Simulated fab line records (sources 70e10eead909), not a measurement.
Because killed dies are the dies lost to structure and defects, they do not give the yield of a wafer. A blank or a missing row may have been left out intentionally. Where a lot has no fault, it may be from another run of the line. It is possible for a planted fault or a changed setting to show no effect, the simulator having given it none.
Matching of chambers + flow nand harc + rie si-02 running NHARC_THIN_TSV_ETCH_15: 4 sister chambers
The step target depth 3000 nm, bosch target overetch cycles 2, bosch etch step 2.8 s. 20 wafers are shown with their chamber, then 10 later ones without.

EACH WAFER AND ITS CHAMBER
| wafer  | chamber | drypump motor current A (A) |
|--------|---------|-----------------------------|
| L632.3 | 0       | 4.8                         |
| L632.4 | 2       | 5.1                         |
| L632.5 | 2       | 5.1                         |
| L634.2 | 0       | 4.8                         |
| L634.5 | 3       | 5.6                         |
| L634.6 | 2       | 5.1                         |
| L636.3 | 0       | 4.8                         |
| L636.5 | 3       | 5.7                         |
| L636.6 | 2       | 5.1                         |
| L637.4 | 3       | 5.7                         |
| L637.5 | 2       | 5.1                         |
| L637.6 | 1       | 5.8                         |
| L641.1 | 2       | 5.1                         |
| L641.3 | 3       | 5.7                         |
| L641.6 | 0       | 4.8                         |
| L645.3 | 2       | 5.1                         |
| L645.4 | 1       | 5.8                         |
| L645.6 | 2       | 5.1                         |
| L646.4 | 2       | 5.1                         |
| L646.5 | 3       | 5.6                         |

SIGNATURES (averages over the wafers above)
| reading                 | chamber 0 | chamber 1 | chamber 2 | chamber 3 | scatter within a chamber |
|-------------------------|-----------|-----------|-----------|-----------|--------------------------|
| drypump motor current A | 4.800     | 5.800     | 5.100     | 5.660     | 0.0274                   |
Rule: for each reading, subtract the chamber's mean from the wafer's reading, divide by that reading's scatter and square the result; add these up over the readings and take the root, which gives the wafer's distance from the chamber. The wafer belongs to the nearest chamber; if the next one is less than 2 further off, it can't be placed. The scatter is the square root of a quotient: the sum, over the shown wafers, of each reading's squared deviation from its chamber's mean, divided by wafers minus chambers.

WAFERS MISSING THEIR CHAMBER
| wafer  | drypump motor current A (A) |
|--------|-----------------------------|
| L646.6 | 5.1                         |
| L652.3 | 5.6                         |
| L652.5 | 4.8                         |
| L652.6 | 5.6                         |
| L653.2 | 5.7                         |
| L653.4 | 5.8                         |
| L653.6 | 5.1                         |
| L655.1 | 4.8                         |
| L655.2 | 5.8                         |
| L655.6 | 5.0                         |

EACH ONE'S CHAMBER
| wafer  | from the rows above | in truth |
|--------|---------------------|----------|
| L646.6 | 2                   | 2        |
| L652.3 | 3                   | 3        |
| L652.5 | 0                   | 0        |
| L652.6 | 3                   | 3        |
| L653.2 | 3                   | 3        |
| L653.4 | 1                   | 1        |
| L653.6 | 2                   | 2        |
| L655.1 | 0                   | 0        |
| L655.2 | 1                   | 1        |
| L655.6 | 2                   | 2        |
Correctly placed: 10 of 10. Not placeable from these rows: 0. Wrongly placed: 0.
